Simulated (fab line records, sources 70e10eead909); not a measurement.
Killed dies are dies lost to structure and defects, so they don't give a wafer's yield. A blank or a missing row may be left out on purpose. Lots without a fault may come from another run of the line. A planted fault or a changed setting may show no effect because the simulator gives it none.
Which tool did it? | flow nand_harc | 6 lots, 18 wafers sampled, at 4 steps of a route of 1302

WHAT THE GAUGES READ, wafer by wafer
NHARC_A_BONDPAD_THK_MEAS_20: measures by xrf.
lot  | measured     | on            | thk_nm (nm)
L777 | day 24 03:49 | film_metro-01 | 168.6 171.1 169.2
L780 | day 25 01:44 | film_metro-02 | 171.9 169.1 169.7
L787 | day 28 04:34 | film_metro-02 | 171.5 169.6 171.6
L789 | day 29 03:29 | film_metro-01 | 171.0 169.1 169.9
L793 | day 30 18:22 | film_metro-02 | 168.9 169.5 168.6
L796 | day 32 03:23 | film_metro-02 | 170.9 167.8 169.7

WHICH TOOL RAN EACH LOT (tool, then ch and the chambers of the sampled wafers, then the start)
lot  | NHARC_P_M1_ETCH_28                 | NHARC_A_M1_DEGAS_29          | NHARC_A_BONDPAD_CMP_29
L777 | rie_diel-09 ch 1,2,3, day 7 12:22  | pvd_sputter-03, day 23 21:47 | cmp-02 ch 0,3, day 24 00:27
L780 | rie_diel-09 ch 0,3, day 8 13:33    | pvd_sputter-02, day 24 19:38 | cmp-01 ch 0,2,3, day 24 22:20
L787 | rie_diel-09 ch 1,2, day 11 14:23   | pvd_sputter-03, day 27 22:24 | cmp-02 ch 0,3, day 28 01:10
L789 | rie_diel-07 ch 0,2,3, day 12 10:16 | pvd_sputter-03, day 28 21:27 | cmp-04 ch 0,2,3, day 29 00:07
L793 | rie_diel-09 ch 2,3, day 14 00:11   | pvd_sputter-03, day 30 12:20 | cmp-04 ch 1,2,3, day 30 15:02
L796 | rie_diel-09 ch 0,1,3, day 15 16:33 | pvd_sputter-01, day 31 20:59 | cmp-04 ch 1,2,3, day 31 23:40
- NHARC_P_M1_ETCH_28: etches the open film in CF4/N2, target depth 30 nm, time 72.99 s.
- NHARC_A_M1_DEGAS_29: time 60 s.
- NHARC_A_BONDPAD_CMP_29: polishes SiCN, target thk 200 nm.

THE ANSWER, worked out from the rows above alone
Rule: what is usual is taken from the lots themselves. Put in order of their means at a reading, lots are off if they are a third of the lots or fewer, leave a main group of 4 or more, and stand apart from it by a gap of 3 or more times the standard deviation of the main group's means; of several such gaps the widest counts. A main group whose means are all the same, to the digits that the tables above print for the reading, isn't used. A lot without any number at a reading at which 4 lots or more have one is off too. The other lots that the step has rows for count as sound.
No lot is off at any reading shown: from this, nothing can be told.

WHAT THE SIMULATOR HAD PUT IN
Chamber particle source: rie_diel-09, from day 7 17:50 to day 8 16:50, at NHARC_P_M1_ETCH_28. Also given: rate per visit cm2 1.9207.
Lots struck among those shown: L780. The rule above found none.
